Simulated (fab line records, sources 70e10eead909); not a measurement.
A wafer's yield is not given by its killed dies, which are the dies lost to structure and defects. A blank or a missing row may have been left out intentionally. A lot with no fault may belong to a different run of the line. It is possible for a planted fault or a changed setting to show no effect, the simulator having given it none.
fab line records	flow nandHarc
record: lots: 13	wafers: 39	lastDay: 24
route steps=1159 shown P_ZERO_WELL@31 P_STI@91
lots that met no fault: taken from a fault-free run of the same line
startH: hours from the record's first day to the start of the lot's first wafer shown	waitH: time in hours since the lot's previous step	" the same as in the row above	L1.1+2: several wafers, shown together as one row	- value missing, or start not given	* or withheld: withheld	< > ~ a bound
route shown NAME@n: NAME is a module with steps in the file, n the number in the route of the first one	usual: mean/standard deviation of fault-free wafers	same: alike in all rows	chamber/n: place in a boat	sites: per-site readings	_std_site: how widely they spread, as a standard deviation	_edge_site: inner sites' mean taken away from outer sites' mean	radiusMm: for every site, how far away it sits from the centre of the wafer	mask NAME#n: copy n	behind: tool/chamber where the wafer was last shaped	hold: cause of the lot's hold/its duration in hours/its outcome	device: which transistor (n, p or np) failed to switch	end of line: the route-end tests of the same wafers	where a step has no rows: the recipe by itself	killed: dies lost to structure and defects at the first sort, not the wafer's yield	map: per-die view of a wafer (x killed, . not killed, _ where there is no die)
set.NAME: the run value of the setting; set.NAME@STEP: its run value at that earlier step	model.NAME: the simulator's own value behind a step, which no gauge read
steps of the route over a sample of lots; a table a step, a row a wafer
services: from which hour (startH, from the record's first day; less than 0 if before it) a tool's chamber was out of use, for how many hours, and why
== steps ==
step: NHARC_P_ZERO_WELL_DESCUM_26
recipe: timeS: 3	o2FlowSccm: 200	arFlowSccm: 0	biasPowerW: 0	chemistry: O2
usual: chamberPressureMTorr: 60.00/0.052	drypumpMotorCurrentA: 5.5/0.55	oesProductAu: 1.000/0.0057	rfVppV: 57.9/0.96	showerheadPlenumPTorr: 1.94/0.053	throttleValvePct: 11.311/0.0098
same: timeS: 3
lot.wafer	tool	chamber	startH	waitH	chamberPressureMTorr	drypumpMotorCurrentA	oesProductAu	rfHoursCounterH	rfVppV	showerheadPlenumPTorr	throttleValvePct
L571.2	rieDiel-01	3	14.50	-	59.91	6.0	0.996	3	57.8	1.95	11.329
L571.6	"	2	"	"	60.03	4.9	1.009	-	59.2	1.95	11.290
L571.5	"	3	"	"	60.00	6.0	0.996	-	58.9	1.95	11.324
L573.1	rieDiel-07	1	26.62	-	60.03	5.6	1.001	11	57.3	2.02	11.295
L573.2	"	2	"	"	59.94	5.4	1.002	11	56.9	1.92	11.308
L573.5	"	2	"	"	60.04	5.4	1.003	-	56.8	1.92	11.316
L574.1	rieDiel-06	1	32.76	-	59.99	4.9	1.003	7	58.5	1.90	11.312
L574.4	"	2	"	"	60.06	4.8	0.990	7	58.6	1.99	11.330
L574.3	"	0	"	"	60.03	6.3	1.003	8	57.7	1.90	11.313
L577.4	rieDiel-06	3	50.77	-	60.04	6.7	1.002	8	58.6	2.01	11.308
L577.3	"	1	"	"	60.03	4.9	0.998	8	57.2	1.90	11.317
L577.5	"	3	"	"	60.03	6.7	1.006	-	58.5	2.00	11.318
L583.2	rieDiel-06	3	86.64	-	59.99	6.7	1.013	1	57.9	2.00	11.300
L583.5	"	2	"	"	60.01	4.7	0.990	-	57.5	1.99	11.297
L583.6	"	3	"	"	60.04	6.7	1.012	-	57.5	2.00	11.298
L584.1	rieDiel-01	2	93.21	-	59.97	4.9	1.003	9	57.6	1.95	11.322
L584.2	"	3	"	"	60.04	6.0	1.003	8	59.0	1.95	11.319
L584.4	"	0	"	"	60.03	5.6	1.005	-	56.0	1.95	11.321
L585.1	rieDiel-01	3	99.18	-	59.97	6.0	0.999	9	58.7	1.95	11.305
L585.6	"	0	"	"	60.09	5.6	0.998	-	58.6	1.95	11.327
L585.4	"	2	"	"	59.99	4.9	0.996	-	58.4	1.95	11.322
L587.2	rieDiel-07	1	110.63	-	60.01	5.6	1.003	3	57.4	2.01	11.301
L587.4	"	0	"	"	60.04	5.5	1.000	3	57.0	1.86	11.327
L587.5	"	1	"	"	60.08	5.6	1.000	-	58.7	2.01	11.311
L588.3	rieDiel-07	2	116.67	-	60.02	5.4	1.011	4	56.8	1.92	11.311
L588.2	"	3	"	"	59.93	4.9	0.994	4	59.1	2.00	11.322
L588.5	"	2	"	"	59.96	5.4	1.011	-	57.6	1.92	11.318
L589.1	rieDiel-07	3	122.74	-	59.99	4.9	0.990	5	57.0	2.00	11.313
L589.3	"	0	"	"	59.89	5.5	1.010	4	56.9	1.86	11.304
L589.6	"	0	"	"	60.07	5.5	0.994	-	56.8	1.86	11.308
L590.1	rieDiel-06	1	128.54	-	60.11	4.9	1.008	3	57.7	1.90	11.299
L590.2	"	3	"	"	59.98	6.6	1.007	4	58.9	2.00	11.301
L590.6	"	1	"	"	60.07	4.9	1.001	-	57.0	1.90	11.320
L591.1	rieDiel-07	3	134.73	-	60.03	4.9	0.993	6	60.1	2.00	11.305
L591.4	"	0	"	"	60.06	5.5	0.995	5	56.5	1.86	11.321
L591.5	"	0	"	"	59.99	5.5	0.994	-	59.0	1.86	11.305
L594.1	rieDiel-06	0	152.61	-	59.90	6.3	0.996	5	58.8	1.90	11.302
L594.4	"	1	"	"	60.03	4.9	1.003	4	57.2	1.90	11.319
L594.2	"	2	"	"	59.99	4.8	0.999	5	58.4	1.98	11.311
step: NHARC_P_ZERO_WELL_EXPOSE_49
recipe: na: 0.6	targetCdNm: 2000	doseMj: 22.64	maskId: P_HVPW
lot.wafer	tool	chamber	startH	waitH	mask
L571.2+5+6	krfScanner-04	0	17.33	-	P_HVPW#0
L573.1+2+5	krfScanner-01	0	29.33	-	P_NWELL#0
L574.1+3+4	krfScanner-04	0	35.60	-	P_HVPW#0
L577.3+4+5	krfScanner-02	0	53.73	-	P_HVPW#0
L583.2+5+6	krfScanner-01	0	89.51	-	P_HVPW#0
L584.1+2+4	krfScanner-01	0	96.13	-	P_HVPW#0
L585.1+4+6	krfScanner-01	0	102.01	-	P_HVPW#0
L587.2+4+5	krfScanner-01	0	113.35	-	P_HVPW#0
L588.2+3+5	krfScanner-01	0	119.38	-	P_HVPW#0
L589.1+3+6	krfScanner-02	0	125.57	-	P_HVPW#0
L590.1+2+6	krfScanner-04	0	131.39	-	P_HVPW#0
L591.1+4+5	krfScanner-01	0	137.69	-	P_HVPW#0
L594.1+2+4	krfScanner-02	0	155.40	-	P_HVPW#0
step: NHARC_P_ZERO_WELL_CD_MEAS_52
recipe: targetCdNm: 2000	landingEnergyEv: 500
usual: cdNm: 2000.0/1.4
lot.wafer	tool	chamber	startH	waitH	cdNm
L571.2	cdSem-01	0	17.48	-	1999.2
L571.5	"	0	"	"	2001.0
L571.6	"	0	"	"	2000.4
L573.1	cdSem-01	0	29.49	-	-
L573.2	"	0	"	"	-
L573.5	"	0	"	"	-
L574.1	cdSem-02	0	35.76	-	1999.7
L574.3	"	0	"	"	2001.0
L574.4	"	0	"	"	2001.1
L577.3	cdSem-03	0	53.89	-	1999.6
L577.4	"	0	"	"	2000.8
L577.5	"	0	"	"	1999.0
L583.2	cdSem-02	0	89.67	-	1999.8
L583.5	"	0	"	"	2002.7
L583.6	"	0	"	"	1999.4
L584.1	cdSem-01	0	96.29	-	1998.8
L584.2	"	0	"	"	1999.4
L584.4	"	0	"	"	1999.9
L585.1	cdSem-01	0	102.18	-	1999.8
L585.4	"	0	"	"	2001.2
L585.6	"	0	"	"	2001.6
L587.2	cdSem-01	0	113.51	-	2001.0
L587.4	"	0	"	"	1999.7
L587.5	"	0	"	"	2000.3
L588.2	cdSem-02	0	119.53	-	1999.2
L588.3	"	0	"	"	1998.8
L588.5	"	0	"	"	1998.6
L589.1	cdSem-03	0	125.72	-	2002.1
L589.3	"	0	"	"	2001.6
L589.6	"	0	"	"	2003.2
L590.1	cdSem-02	0	131.54	-	1999.6
L590.2	"	0	"	"	1998.0
L590.6	"	0	"	"	1999.2
L591.1	cdSem-01	0	137.86	-	1999.7
L591.4	"	0	"	"	1997.7
L591.5	"	0	"	"	1998.6
L594.1	cdSem-03	0	155.56	-	2000.5
L594.2	"	0	"	"	2000.6
L594.4	"	0	"	"	1999.3
step: NHARC_P_ZERO_WELL_RTA_42
recipe: tempC: 1100	timeS: 300
usual: lampPowerPct: 41/4.4	wafer_temp_C_max: 1104.3/1.1
same: timeS: 300
lot.wafer	tool	chamber	startH	waitH	lampPowerPct	wafer_temp_C_max
L571.2	rtpAnneal-01	0	18.73	-	36	1105.0
L571.5	"	0	"	"	36	1106.9
L571.6	"	0	"	"	36	1104.7
L573.1	rtpAnneal-02	0	30.64	-	45	1103.4
L573.2	"	0	"	"	45	1104.0
L573.5	"	0	"	"	45	1103.0
L574.1	rtpAnneal-02	0	36.90	-	45	1104.0
L574.3	"	0	"	"	45	1104.2
L574.4	"	0	"	"	45	1103.4
L577.3	rtpAnneal-01	0	55.28	-	36	1104.9
L577.4	"	0	"	"	36	1107.2
L577.5	"	0	"	"	36	1105.6
L583.2	rtpAnneal-02	0	90.91	-	45	1102.5
L583.5	"	0	"	"	45	1103.9
L583.6	"	0	"	"	45	1102.9
L584.1	rtpAnneal-02	0	97.43	-	45	1102.9
L584.2	"	0	"	"	45	1103.9
L584.4	"	0	"	"	45	1104.5
L585.1	rtpAnneal-01	0	103.33	-	37	1103.2
L585.4	"	0	"	"	37	1103.9
L585.6	"	0	"	"	37	1104.1
L587.2	rtpAnneal-01	0	114.78	-	36	1105.8
L587.4	"	0	"	"	36	1106.3
L587.5	"	0	"	"	36	1106.0
L588.2	rtpAnneal-02	0	120.78	-	45	1103.6
L588.3	"	0	"	"	45	1104.5
L588.5	"	0	"	"	45	1104.3
L589.1	rtpAnneal-01	0	126.86	-	37	1105.3
L589.3	"	0	"	"	36	1105.7
L589.6	"	0	"	"	36	1104.5
L590.1	rtpAnneal-01	0	132.68	-	36	1104.8
L590.2	"	0	"	"	36	1103.4
L590.6	"	0	"	"	36	1106.7
L591.1	rtpAnneal-02	0	138.99	-	45	1103.0
L591.4	"	0	"	"	45	1104.1
L591.5	"	0	"	"	45	1105.0
L594.1	rtpAnneal-02	0	156.70	-	45	1103.4
L594.2	"	0	"	"	46	1103.7
L594.4	"	0	"	"	45	1102.9
step: NHARC_P_STI_CD_MEAS_16
usual: cdNm: 199.0/1.9
lot.wafer	tool	chamber	startH	waitH	cdNm
L571.2	cdSem-01	-	37.51	-	199.0
L571.5	"	-	"	"	197.2
L571.6	"	-	"	"	198.8
L574.1	cdSem-03	-	51.62	-	196.4
L574.3	"	-	"	"	196.4
L574.4	"	-	"	"	198.5
L577.3	cdSem-03	-	71.98	-	198.7
L577.4	"	-	"	"	201.2
L577.5	"	-	"	"	197.5
L583.2	cdSem-02	-	105.21	-	198.6
L583.5	"	-	"	"	198.3
L583.6	"	-	"	"	198.6
L584.1	cdSem-02	-	115.01	-	197.2
L584.2	"	-	"	"	200.2
L584.4	"	-	"	"	201.0
L585.1	cdSem-02	-	123.23	-	198.3
L585.4	"	-	"	"	200.1
L585.6	"	-	"	"	198.0
L588.2	cdSem-01	-	135.26	-	200.3
L588.3	"	-	"	"	199.6
L588.5	"	-	"	"	200.2
L587.2	cdSem-01	-	135.41	-	200.6
L587.4	"	-	"	"	199.5
L587.5	"	-	"	"	200.9
L589.1	cdSem-03	-	146.16	-	200.5
L589.3	"	-	"	"	201.4
L589.6	"	-	"	"	199.6
L590.1	cdSem-01	-	146.33	-	198.2
L590.2	"	-	"	"	196.1
L590.6	"	-	"	"	196.8
L591.1	cdSem-03	-	157.28	-	198.3
L591.4	"	-	"	"	201.0
L591.5	"	-	"	"	199.4
L594.1	cdSem-01	-	173.47	-	200.5
L594.2	"	-	"	"	201.8
L594.4	"	-	"	"	198.0
== services ==
tool	chamber	startH	hours	kind
rieDiel-06	0	-5.73	-	clean
rieDiel-06	1	-5.73	-	clean
rieDiel-06	2	-5.73	-	clean
rieDiel-06	3	-5.73	-	clean
rieDiel-01	-	11.58	2.0	repair
krfScanner-02	-	38.00	4.0	pm
rieDiel-07	-	51.23	9.0	pm
rieDiel-01	2	61.32	12.1	repair
rieDiel-06	-	64.47	9.0	pm
krfScanner-04	-	64.92	2.1	repair
krfScanner-01	0	67.88	-	calibration
rieDiel-01	1	79.99	24.8	repair
krfScanner-04	-	82.19	0.4	repair
krfScanner-01	-	84.00	4.0	pm
rieDiel-06	1	88.05	4.1	repair
rieDiel-01	2	106.34	5.2	repair
krfScanner-04	-	111.93	9.1	repair
rieDiel-07	1	114.16	2.4	repair
rieDiel-01	1	118.32	1.4	repair
krfScanner-04	-	126.00	4.0	pm
rieDiel-07	-	128.03	0.5	repair
rieDiel-06	-	130.10	0.2	repair
rieDiel-01	-	137.80	9.0	pm
krfScanner-02	-	147.15	1.5	repair
== key ==
firstSign: step: NHARC_P_ZERO_WELL_EXPOSE_49	reading: mask	direction: changed
effect: step: NHARC_P_ZERO_WELL_CD_MEAS_52	reading: cdNm	direction: missing
metAt NHARC_P_ZERO_WELL_EXPOSE_49
struckLots L573
laterRowsLeftOut L573.1,L573.2,L573.5
sortLeftOut L573.1,L573.2,L573.5
testerLeftOut L573
notActingAt NHARC_P_ZERO_WELL_DESCUM_26,NHARC_P_ZERO_WELL_RTA_42,NHARC_P_STI_CD_MEAS_16
fault: kind: wrongMask	tool: any	chamber: -	onsetH: 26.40	steps: NHARC_P_ZERO_WELL_EXPOSE_49	auxCopy: P_NWELL#0	scope: struckLotsOnly
testerLeftOut: of these lots the tester's yield and bins aren't shown, on N5 and GAA mostly nor the transistor test; their killed dies are dies lost to structure and defects alone, not to doping, threshold or leakage, so they don't give the yield
sortLeftOut: the simulated sort isn't trusted on such a fault, so these wafers' sort isn't shown, and their yield isn't known
laterRowsLeftOut: the simulator's readings of these wafers behind a module that went badly wrong aren't trusted and aren't shown, but for the sort
